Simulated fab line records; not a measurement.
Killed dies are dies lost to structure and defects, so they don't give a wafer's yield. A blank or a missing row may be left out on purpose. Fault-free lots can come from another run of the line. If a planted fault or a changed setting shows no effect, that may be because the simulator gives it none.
8D (eight disciplines) problem report, filled in by code || flow n5Finfet || the parts of the form that need people (team, actions taken, sign-off) are left out

1. WHAT IS WRONG
At N5_FIN_SAQP_ETCH_57, etchRfOnTimeS averages 56.0 s over 3 wafers from 2 lots, while fault-free wafers read 46.3 s, standard deviation 0.92. Relative to the usual mean, that is a shift of +11 standard deviations.
The step: etches SiNx in CH3F/O2, target depth 32.5 nm, time 46.4 s.
Seen first at day 5 01:56 on rieDiel-01, wafer L953.5. The record holds 24 wafers of 8 lots with a number at this step. Rule for "out", or "out of limits": more than 4 standard deviations from the usual mean. The rest of the wafers with a number are treated as sound.

2. WHAT THIS IS AND IS NOT
{"question": "which readings at this step", "is": "etchRfOnTimeS", "is not": "biasW, drypumpMotorCurrentA, oesProductAu, rfVppV, showerheadPlenumPTorr, throttleValvePct"}
{"question": "which lots", "is": "L953, L955", "is not": "L943, L944, L946, L958, L959, L960"}
{"question": "which wafers of those lots", "is": "L953.5, L955.2, L955.5", "is not": "L953.1, L953.3, L955.1"}
{"question": "read on which tools", "is": "rieDiel-01", "is not": "rieDiel-02, rieDiel-04"}
{"question": "when", "is": "from day 5 01:56", "is not": "up to then (11 sound wafers); but 10 sound wafers of L955, L958, L959, L960 came after"}

3. THE SUSPECTS, EACH WITH WHAT RULES IT OUT
Counting: any tool at a process step up to the reading remains a suspect provided it ran every lot that is out. Sound lots after the first of them don't rule it out here, since some wafers of a struck lot are sound.
- pecvd-04 at N5_FIN_SAQP_PECVD_48 (deposits SiNx from SiH4/NH3/N2, target thk 25 nm, time 22.1 s): kept. Every lot that is out went through it, the first being L953 (day 4 23:04); the last sound lot it ran before that was L946 (day 3 03:16).
- rieDiel-01 at N5_FIN_SAQP_ETCH_57 (etches SiNx in CH3F/O2, target depth 32.5 nm, time 46.4 s): kept. Every lot that is out went through it, the first being L953 (day 5 01:56); the last sound lot it ran before that was L946 (day 3 06:03). Its own etchRfOnTimeS readings are out on those wafers.
- Within rieDiel-01 at N5_FIN_SAQP_ETCH_57: the wafers that are out ran in chambers 1, 3; their sound lot-mates ran in chambers 0, 2.
Remaining after the count are pecvd-04 at N5_FIN_SAQP_PECVD_48 and rieDiel-01 at N5_FIN_SAQP_ETCH_57.

4. THE CAUSE (what the simulator had put in)
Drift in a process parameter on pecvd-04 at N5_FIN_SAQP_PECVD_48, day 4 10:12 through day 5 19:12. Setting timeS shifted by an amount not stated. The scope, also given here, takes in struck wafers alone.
After counting, 2 suspects remain, this tool included.

5. THE EFFECT CHAIN, in route order
Each row: a reading whose mean over the struck wafers that have a number lies more than 3 standard deviations from the usual. Only readings whose record carries a usual standard deviation are examined. hours: median over the lots of the time between each lot's start at the first step of this table that gives one and its start at this step. sigmas: the change, counted in usual standard deviations.
{"hours": 0, "step": "N5_FIN_SAQP_ETCH_57", "reading": "etchRfOnTimeS", "usual": "46.3 s", "on struck wafers": 56.0, "change": "+9.7", "sigmas": "+11"}
Process steps it contains:
- N5_FIN_SAQP_ETCH_57: etches SiNx in CH3F/O2, target depth 32.5 nm, time 46.4 s.
Later steps that measure or inspect, where all struck wafers having a row at the step show a number for every such reading and not one has moved that far: N5_BEOL_M4_RC_MEAS_101.

6. HOW IT WOULD HAVE BEEN CAUGHT EARLIER
The fault began at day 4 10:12; the first out-of-limits reading in this record came at day 5 01:56, 16 hours later.
Tool readings at N5_FIN_SAQP_PECVD_48 with a usual standard deviation given in the record: none out on any struck wafer, hence no alarm at a limit of 4 standard deviations on them.
L955, from the lots that are out (2), started N5_FIN_SAQP_PECVD_48 on pecvd-04 later than day 5 01:56. A tool hold placed at that time would have kept it from harm.
